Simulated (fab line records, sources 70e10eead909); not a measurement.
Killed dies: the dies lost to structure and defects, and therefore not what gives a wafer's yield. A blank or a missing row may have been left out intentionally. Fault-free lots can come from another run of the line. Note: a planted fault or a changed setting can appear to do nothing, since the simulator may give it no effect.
fab line records / flow nandHarc
record lots=6 wafers=18 lastDay=33
route steps=1302 shown A_CHANNEL_FILL_D2@633 A_STAIRCASE@639
lots untouched by any fault: they come from a run of this same line in which no faults occurred
startH: the number of hours between the record's first day and the start of the first shown wafer of the lot / waitH: time in hours since the lot's previous step / " same as the row above / L1.1+2: a single row standing in for several wafers / - no value, or no start was given / * or withheld: withheld / < > ~ a bound
route shown NAME@n: NAME is a module with steps in the file, n the number in the route of the first one / usual: the fault-free wafers' mean and standard deviation / same: alike in all rows / chamber/n: place in a boat / sites: readings site by site / _std_site: standard deviation of those values / _edge_site: outer sites' mean less inner sites' / radiusMm: for every site, how far away it sits from the centre of the wafer / mask NAME#n: copy n / behind: the last tool/chamber to shape the wafer / hold: why the lot went on hold/how many hours it stayed there/how the hold came to an end / device: the n, p or np transistor that did not switch / end of line: the route-end tests of the same wafers / step lacking rows: just its recipe / killed: dies that structure and defects cost at the first sort, which is not the same as the wafer's yield / map: shows each die of a wafer: x if killed, . if not, _ if none is there
set.NAME: the setting that was run; set.NAME@STEP: the one run at that earlier step / model.NAME: the simulator's own value behind a step, which no gauge read
lots at selected steps of the route; one table per step, one row per wafer
services: when a tool's chamber went out of use (startH, in hours from the record's first day, below 0 if earlier), for how many hours, and the reason
## steps
# step NHARC_A_CHANNEL_FILL_D2_CMP_10
# recipe targetThkNm=150
# usual motorCurrentA=12.5/1.6 timeToEndpointS=14.3/3
lot.wafer=L851.2 tool=cmp-03 chamber=1 startH=345.42 waitH=0.4 motorCurrentA=11.7 timeToEndpointS=11.2
lot.wafer=L851.4 tool=cmp-03 chamber=2 startH=345.42 waitH=0.4 motorCurrentA=12.5 timeToEndpointS=14.1
lot.wafer=L851.6 tool=cmp-03 chamber=0 startH=345.42 waitH=0.4 motorCurrentA=12.5 timeToEndpointS=13.2
lot.wafer=L852.1 tool=cmp-04 chamber=2 startH=358.04 waitH=0.4 motorCurrentA=13.1 timeToEndpointS=17.6
lot.wafer=L852.6 tool=cmp-04 chamber=3 startH=358.04 waitH=0.4 motorCurrentA=12.1 timeToEndpointS=9.2
lot.wafer=L852.5 tool=cmp-04 chamber=0 startH=358.04 waitH=0.4 motorCurrentA=10.4 timeToEndpointS=10.8
lot.wafer=L853.2 tool=cmp-03 chamber=0 startH=370.08 waitH=0.4 motorCurrentA=11.5 timeToEndpointS=16.0
lot.wafer=L853.5 tool=cmp-03 chamber=2 startH=370.08 waitH=0.4 motorCurrentA=13.1 timeToEndpointS=20.1
lot.wafer=L853.6 tool=cmp-03 chamber=3 startH=370.08 waitH=0.4 motorCurrentA=12.6 timeToEndpointS=12.6
lot.wafer=L855.4 tool=cmp-03 chamber=0 startH=386.55 waitH=0.4 motorCurrentA=11.3 timeToEndpointS=13.7
lot.wafer=L855.6 tool=cmp-03 chamber=3 startH=386.55 waitH=0.4 motorCurrentA=12.3 timeToEndpointS=12.1
lot.wafer=L855.5 tool=cmp-03 chamber=0 startH=386.55 waitH=0.4 motorCurrentA=11.6 timeToEndpointS=15.2
lot.wafer=L869.4 tool=cmp-03 chamber=0 startH=534.78 waitH=0.4 motorCurrentA=11.8 timeToEndpointS=14.9
lot.wafer=L869.2 tool=cmp-03 chamber=2 startH=534.78 waitH=0.4 motorCurrentA=12.3 timeToEndpointS=13.8
lot.wafer=L869.5 tool=cmp-03 chamber=3 startH=534.78 waitH=0.4 motorCurrentA=12.4 timeToEndpointS=11.6
lot.wafer=L873.2 tool=cmp-03 chamber=3 startH=573.91 waitH=0.4 motorCurrentA=12.3 timeToEndpointS=13.1
lot.wafer=L873.1 tool=cmp-03 chamber=1 startH=573.91 waitH=0.4 motorCurrentA=12.5 timeToEndpointS=15.0
lot.wafer=L873.5 tool=cmp-03 chamber=0 startH=573.91 waitH=0.4 motorCurrentA=12.1 timeToEndpointS=13.8
# step NHARC_A_CHANNEL_FILL_D2_SRD_12
# step NHARC_A_CHANNEL_FILL_D2_RTA_24
# recipe tempC=1000 timeS=5
# usual lampPowerPct=32.8/1.5 wafer_temp_C_max=1003.8/0.97
lot.wafer=L851.2 tool=rtpAnneal-01 chamber=0 startH=345.84 waitH=0.1 lampPowerPct=31.4 wafer_temp_C_max=1004.1
lot.wafer=L851.4 tool=rtpAnneal-01 chamber=0 startH=345.84 waitH=0.1 lampPowerPct=31.5 wafer_temp_C_max=1003.1
lot.wafer=L851.6 tool=rtpAnneal-01 chamber=0 startH=345.84 waitH=0.1 lampPowerPct=31.4 wafer_temp_C_max=1004.8
lot.wafer=L852.1 tool=rtpAnneal-02 chamber=0 startH=358.38 waitH=0.0 lampPowerPct=34.4 wafer_temp_C_max=1003.3
lot.wafer=L852.5 tool=rtpAnneal-02 chamber=0 startH=358.38 waitH=0.0 lampPowerPct=34.5 wafer_temp_C_max=1003.7
lot.wafer=L852.6 tool=rtpAnneal-02 chamber=0 startH=358.38 waitH=0.0 lampPowerPct=34.4 wafer_temp_C_max=1002.3
lot.wafer=L853.2 tool=rtpAnneal-01 chamber=0 startH=370.47 waitH=0.1 lampPowerPct=31.4 wafer_temp_C_max=1004.5
lot.wafer=L853.5 tool=rtpAnneal-01 chamber=0 startH=370.47 waitH=0.1 lampPowerPct=31.4 wafer_temp_C_max=1005.6
lot.wafer=L853.6 tool=rtpAnneal-01 chamber=0 startH=370.47 waitH=0.1 lampPowerPct=31.4 wafer_temp_C_max=1004.8
lot.wafer=L855.4 tool=rtpAnneal-01 chamber=0 startH=387.02 waitH=0.1 lampPowerPct=31.4 wafer_temp_C_max=1003.6
lot.wafer=L855.5 tool=rtpAnneal-01 chamber=0 startH=387.02 waitH=0.1 lampPowerPct=31.4 wafer_temp_C_max=1004.5
lot.wafer=L855.6 tool=rtpAnneal-01 chamber=0 startH=387.02 waitH=0.1 lampPowerPct=31.4 wafer_temp_C_max=1004.6
lot.wafer=L869.2 tool=rtpAnneal-02 chamber=0 startH=535.20 waitH=0.1 lampPowerPct=34.4 wafer_temp_C_max=1003.4
lot.wafer=L869.4 tool=rtpAnneal-02 chamber=0 startH=535.20 waitH=0.1 lampPowerPct=34.4 wafer_temp_C_max=1005.0
lot.wafer=L869.5 tool=rtpAnneal-02 chamber=0 startH=535.20 waitH=0.1 lampPowerPct=34.4 wafer_temp_C_max=1002.4
lot.wafer=L873.1 tool=rtpAnneal-01 chamber=0 startH=574.32 waitH=0.0 lampPowerPct=31.4 wafer_temp_C_max=1004.8
lot.wafer=L873.2 tool=rtpAnneal-01 chamber=0 startH=574.32 waitH=0.0 lampPowerPct=31.4 wafer_temp_C_max=1002.8
lot.wafer=L873.5 tool=rtpAnneal-01 chamber=0 startH=574.32 waitH=0.0 lampPowerPct=31.5 wafer_temp_C_max=1006.0
# step NHARC_A_CHANNEL_FILL_D2_INSPECT_13
# usual rawDefectCount=345/130
lot.wafer=L851.2 tool=defectInspect-02 chamber=- startH=346.01 waitH=0.1 rawDefectCount=319
lot.wafer=L851.4 tool=defectInspect-02 chamber=- startH=346.01 waitH=0.1 rawDefectCount=314
lot.wafer=L851.6 tool=defectInspect-02 chamber=- startH=346.01 waitH=0.1 rawDefectCount=356
lot.wafer=L852.1 tool=defectInspect-02 chamber=- startH=358.58 waitH=0.2 rawDefectCount=337
lot.wafer=L852.5 tool=defectInspect-02 chamber=- startH=358.58 waitH=0.2 rawDefectCount=266
lot.wafer=L852.6 tool=defectInspect-02 chamber=- startH=358.58 waitH=0.2 rawDefectCount=263
lot.wafer=L853.2 tool=defectInspect-02 chamber=- startH=370.64 waitH=0.1 rawDefectCount=230
lot.wafer=L853.5 tool=defectInspect-02 chamber=- startH=370.64 waitH=0.1 rawDefectCount=282
lot.wafer=L853.6 tool=defectInspect-02 chamber=- startH=370.64 waitH=0.1 rawDefectCount=320
lot.wafer=L855.4 tool=defectInspect-02 chamber=- startH=387.14 waitH=0.1 rawDefectCount=271
lot.wafer=L855.5 tool=defectInspect-02 chamber=- startH=387.14 waitH=0.1 rawDefectCount=314
lot.wafer=L855.6 tool=defectInspect-02 chamber=- startH=387.14 waitH=0.1 rawDefectCount=296
lot.wafer=L869.2 tool=defectInspect-01 chamber=- startH=535.36 waitH=0.1 rawDefectCount=359
lot.wafer=L869.4 tool=defectInspect-01 chamber=- startH=535.36 waitH=0.1 rawDefectCount=325
lot.wafer=L869.5 tool=defectInspect-01 chamber=- startH=535.36 waitH=0.1 rawDefectCount=189
lot.wafer=L873.1 tool=defectInspect-02 chamber=- startH=574.52 waitH=0.2 rawDefectCount=267
lot.wafer=L873.2 tool=defectInspect-02 chamber=- startH=574.52 waitH=0.2 rawDefectCount=374
lot.wafer=L873.5 tool=defectInspect-02 chamber=- startH=574.52 waitH=0.2 rawDefectCount=386
# step NHARC_A_STAIRCASE_DEP_156
# recipe targetThkA=500 tempC=400 targetThkNm=50 flowSccm=200 rfW=450 material=SiNx
# usual heaterPowerW=721/86 showerheadVppV=1294/40
lot.wafer=L851.2 tool=pecvd-02 chamber=2 startH=346.08 waitH=0.1 heaterPowerW=628 showerheadVppV=1323
lot.wafer=L851.4 tool=pecvd-02 chamber=2 startH=346.08 waitH=0.1 heaterPowerW=645 showerheadVppV=1359
lot.wafer=L851.6 tool=pecvd-02 chamber=1 startH=346.08 waitH=0.1 heaterPowerW=668 showerheadVppV=1331
lot.wafer=L852.1 tool=pecvd-01 chamber=1 startH=358.68 waitH=0.1 heaterPowerW=703 showerheadVppV=1305
lot.wafer=L852.6 tool=pecvd-01 chamber=1 startH=358.68 waitH=0.1 heaterPowerW=713 showerheadVppV=1323
lot.wafer=L852.5 tool=pecvd-01 chamber=2 startH=358.68 waitH=0.1 heaterPowerW=781 showerheadVppV=1304
lot.wafer=L853.2 tool=pecvd-01 chamber=2 startH=370.75 waitH=0.1 heaterPowerW=729 showerheadVppV=1298
lot.wafer=L853.5 tool=pecvd-01 chamber=0 startH=370.75 waitH=0.1 heaterPowerW=818 showerheadVppV=1230
lot.wafer=L853.6 tool=pecvd-01 chamber=2 startH=370.75 waitH=0.1 heaterPowerW=729 showerheadVppV=1304
lot.wafer=L855.4 tool=pecvd-01 chamber=2 startH=387.29 waitH=0.1 heaterPowerW=744 showerheadVppV=1318
lot.wafer=L855.6 tool=pecvd-01 chamber=0 startH=387.29 waitH=0.1 heaterPowerW=759 showerheadVppV=1212
lot.wafer=L855.5 tool=pecvd-01 chamber=1 startH=387.29 waitH=0.1 heaterPowerW=807 showerheadVppV=1333
lot.wafer=L869.2 tool=pecvd-04 chamber=0 startH=535.46 waitH=0.1 heaterPowerW=691 showerheadVppV=1229
lot.wafer=L869.5 tool=pecvd-04 chamber=0 startH=535.46 waitH=0.1 heaterPowerW=648 showerheadVppV=1215
lot.wafer=L869.4 tool=pecvd-04 chamber=1 startH=535.46 waitH=0.1 heaterPowerW=595 showerheadVppV=1283
lot.wafer=L873.1 tool=pecvd-02 chamber=0 startH=574.62 waitH=0.1 heaterPowerW=778 showerheadVppV=1331
lot.wafer=L873.2 tool=pecvd-02 chamber=1 startH=574.62 waitH=0.1 heaterPowerW=722 showerheadVppV=1323
lot.wafer=L873.5 tool=pecvd-02 chamber=2 startH=574.62 waitH=0.1 heaterPowerW=626 showerheadVppV=1354
# step NHARC_A_STAIRCASE_DEHYDRATE_158
# recipe tempC=150 timeS=120
# step NHARC_A_STAIRCASE_HMDS_159
# recipe timeS=30
# step NHARC_A_STAIRCASE_COAT_160
# recipe spinRpm=1200
# step NHARC_A_STAIRCASE_SOFTBAKE_161
# recipe tempC=135 timeS=170
# step NHARC_A_STAIRCASE_EBR_162
# step NHARC_A_STAIRCASE_EXPOSE_163
# recipe na=0.5 doseMj=20.01 maskId=STAIR_OPEN
# usual exposureDoseMJCm2=20.011/0.019
lot.wafer=L851.2 tool=krfScanner-01 chamber=0 startH=346.69 waitH=- mask=STAIR_OPEN#0 exposureDoseMJCm2=20.021
lot.wafer=L851.4 tool=krfScanner-01 chamber=0 startH=346.69 waitH=- mask=STAIR_OPEN#0 exposureDoseMJCm2=20.049
lot.wafer=L851.6 tool=krfScanner-01 chamber=0 startH=346.69 waitH=- mask=STAIR_OPEN#0 exposureDoseMJCm2=20.016
lot.wafer=L852.1 tool=krfScanner-01 chamber=0 startH=359.13 waitH=- mask=STAIR_OPEN#0 exposureDoseMJCm2=20.005
lot.wafer=L852.5 tool=krfScanner-01 chamber=0 startH=359.13 waitH=- mask=STAIR_OPEN#0 exposureDoseMJCm2=20.008
lot.wafer=L852.6 tool=krfScanner-01 chamber=0 startH=359.13 waitH=- mask=STAIR_OPEN#0 exposureDoseMJCm2=20.001
lot.wafer=L853.2 tool=krfScanner-01 chamber=0 startH=371.28 waitH=- mask=STAIR_OPEN#0 exposureDoseMJCm2=19.996
lot.wafer=L853.5 tool=krfScanner-01 chamber=0 startH=371.28 waitH=- mask=STAIR_OPEN#0 exposureDoseMJCm2=19.952
lot.wafer=L853.6 tool=krfScanner-01 chamber=0 startH=371.28 waitH=- mask=STAIR_OPEN#0 exposureDoseMJCm2=19.999
lot.wafer=L855.4 tool=krfScanner-04 chamber=0 startH=387.82 waitH=- mask=STAIR_OPEN#0 exposureDoseMJCm2=19.978
lot.wafer=L855.5 tool=krfScanner-04 chamber=0 startH=387.82 waitH=- mask=STAIR_OPEN#0 exposureDoseMJCm2=20.011
lot.wafer=L855.6 tool=krfScanner-04 chamber=0 startH=387.82 waitH=- mask=STAIR_OPEN#0 exposureDoseMJCm2=20.022
lot.wafer=L869.2 tool=krfScanner-04 chamber=0 startH=536.04 waitH=- mask=STAIR_OPEN#0 exposureDoseMJCm2=29.597
lot.wafer=L869.4 tool=krfScanner-04 chamber=0 startH=536.04 waitH=- mask=STAIR_OPEN#0 exposureDoseMJCm2=29.585
lot.wafer=L869.5 tool=krfScanner-04 chamber=0 startH=536.04 waitH=- mask=STAIR_OPEN#0 exposureDoseMJCm2=29.593
lot.wafer=L873.1 tool=krfScanner-04 chamber=0 startH=575.19 waitH=- mask=STAIR_OPEN#0 exposureDoseMJCm2=29.528
lot.wafer=L873.2 tool=krfScanner-04 chamber=0 startH=575.19 waitH=- mask=STAIR_OPEN#0 exposureDoseMJCm2=29.558
lot.wafer=L873.5 tool=krfScanner-04 chamber=0 startH=575.19 waitH=- mask=STAIR_OPEN#0 exposureDoseMJCm2=29.538
# step NHARC_A_STAIRCASE_PEB_164
# recipe pebTempC=115 pebTimeS=130
## services
tool=cmp-03 chamber=- startH=337.40 hours=0.4 kind=repair
tool=cmp-03 chamber=- startH=358.00 hours=4.0 kind=pm
tool=krfScanner-04 chamber=- startH=359.62 hours=4.0 kind=pm
tool=pecvd-01 chamber=1 startH=369.20 hours=8.6 kind=repair
tool=krfScanner-04 chamber=- startH=369.42 hours=2.2 kind=repair
tool=rtpAnneal-01 chamber=- startH=372.00 hours=12.0 kind=pm
tool=cmp-03 chamber=- startH=392.66 hours=0.7 kind=repair
tool=pecvd-02 chamber=- startH=408.00 hours=13.0 kind=pm
tool=cmp-03 chamber=- startH=413.44 hours=1.1 kind=repair
tool=krfScanner-01 chamber=- startH=415.05 hours=1.2 kind=repair
tool=krfScanner-01 chamber=- startH=422.24 hours=0.9 kind=repair
tool=cmp-03 chamber=- startH=451.12 hours=0.2 kind=repair
tool=cmp-03 chamber=- startH=452.72 hours=1.8 kind=repair
tool=cmp-03 chamber=- startH=456.00 hours=4.0 kind=pm
tool=cmp-03 chamber=- startH=481.39 hours=0.2 kind=repair
tool=krfScanner-01 chamber=- startH=484.00 hours=4.0 kind=pm
tool=pecvd-02 chamber=2 startH=489.18 hours=2.3 kind=repair
tool=pecvd-01 chamber=- startH=492.12 hours=13.0 kind=pm
tool=cmp-03 chamber=- startH=498.03 hours=3.9 kind=repair
tool=krfScanner-04 chamber=- startH=510.30 hours=1.3 kind=repair
tool=krfScanner-04 chamber=- startH=531.62 hours=4.0 kind=pm
tool=cmp-03 chamber=- startH=554.00 hours=4.0 kind=pm
tool=pecvd-02 chamber=1 startH=564.06 hours=4.1 kind=repair
tool=pecvd-01 chamber=2 startH=568.56 hours=2.2 kind=repair
## key
firstSign step=NHARC_A_STAIRCASE_EXPOSE_163 reading=exposureDoseMJCm2 direction=up sigmas=99+ usual=20.011 struck=29.567
effect none on later readings
metAt NHARC_A_STAIRCASE_EXPOSE_163
struckWafers L869.2,L869.4,L869.5,L873.1,L873.2,L873.5
testerLeftOut L869,L873
onsetBetween 387.82 536.04
fault kind=processParameterDrift tool=krfScanner-04 chamber=- onsetH=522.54 steps=NHARC_A_STAIRCASE_EXPOSE_163 channel=doseMj offset=9.568 shape=step actsIn=theseRecipesOnly stated=20.01
# testerLeftOut: of these lots the tester's yield and bins aren't shown, on N5 and GAA mostly nor the transistor test; their killed dies are dies lost to structure and defects alone, not to doping, threshold or leakage, so they don't give the yield
